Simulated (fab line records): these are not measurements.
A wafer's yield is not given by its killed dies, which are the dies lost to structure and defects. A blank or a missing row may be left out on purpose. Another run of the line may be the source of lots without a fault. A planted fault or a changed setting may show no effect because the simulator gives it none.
2 desks looking at one fault    flow n5_finfet    each desk holds nothing but its own numbers, with what lay behind them at the end

== METROLOGY DESK ==
Means of the sampled wafers that have a number, per lot and without regard to the tool the lot ran on: this is what the gauges read. Any lot whose mean is over 4 standard deviations away from the usual mean is out of limits and marked OUT; that distance is given in the brackets. 7 of its 10 readings are shown, namely those furthest out on some lot.
Columns: A = DIBL_N at N5_BEOL_M4_RC_MEAS_101, usual 36.3 mV/V; B = DIBL_P at N5_BEOL_M4_RC_MEAS_101, usual 36.5 mV/V; C = ION_P at N5_BEOL_M4_RC_MEAS_101, usual 465 uA/um; D = SS_N at N5_BEOL_M4_RC_MEAS_101, usual 71.5 mV/dec; E = SS_P at N5_BEOL_M4_RC_MEAS_101, usual 73.3 mV/dec; F = VT_N at N5_BEOL_M4_RC_MEAS_101, usual 250 mV; G = VT_P at N5_BEOL_M4_RC_MEAS_101, usual -249.1 mV
lot   first seen here  A     B     C    D     E     F    G
L720  day 7 21:03      35.7  36.4  471  71.2  73.0  249  -244.4
L719  day 8 02:34      37.0  38.0  471  71.7  73.2  249  -246.9
L721  day 8 13:50      36.8  36.1  460  71.1  72.9  249  -251.2
L722  day 8 20:51      37.3  37.4  473  71.5  73.4  250  -247.5
L726  day 9 10:03      36.4  33.8  462  71.5  72.5  251  -251.5
L727  day 10 00:34     36.9  37.1  466  71.9  73.3  250  -249.0
L731  day 13 11:40     36.7  38.6  468  72.4  73.3  247  -248.1
L734  day 13 19:34     37.6  36.4  465  72.0  73.5  250  -247.7
L735  day 14 13:00     33.3  34.9  460  70.9  73.1  250  -251.9
L742  day 14 20:30     35.8  37.5  474  71.1  73.6  250  -247.4
Finding of this desk: none of the 10 lots has anything out of limits.

== FOR THE TOOL OWNER'S DESK: litho_track-05 ==
The tool's own readings at N5_BEOL_M3_COAT_22 (resist thk 30 nm): means of the sampled wafers that have a number, for each lot that ran on this tool. Any lot whose mean is over 4 standard deviations away from the usual mean is out of limits and marked OUT; that distance is given in the brackets.
Columns: A = spin_speed_rpm at N5_BEOL_M3_COAT_22, usual 1499.7 rpm
lot   first seen here  A
L719  day 7 10:07      1499.0
L722  day 7 17:15      1499.1
L734  day 12 14:49     1063.2 (-99 or more) OUT
L735  day 12 17:53     1063.7 (-99 or more) OUT
This desk finds L734, L735 out of limits, L734 being first, at day 12 14:49 (spin_speed_rpm at N5_BEOL_M3_COAT_22). Within limits: L719, L722.

== TAKEN TOGETHER ==
On L734, L735, at day 12 14:49, an alarm was possible from the tool owner's desk.
Nothing out of limits was seen by the metrology desk.
The metrology desk holds a record of L734, L735, inside its limits.
On litho_track-05, each named lot ran N5_BEOL_M3_COAT_22.

== WHAT HAD BEEN PUT IN BY THE SIMULATOR ==
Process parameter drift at N5_BEOL_M3_COAT_22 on litho_track-05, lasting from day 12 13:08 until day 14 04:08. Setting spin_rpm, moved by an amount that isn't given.
Struck lots among those shown: L734, L735.
Delay in hours, fault start to first out-of-limits reading, by desk: the tool owner's desk at 2.
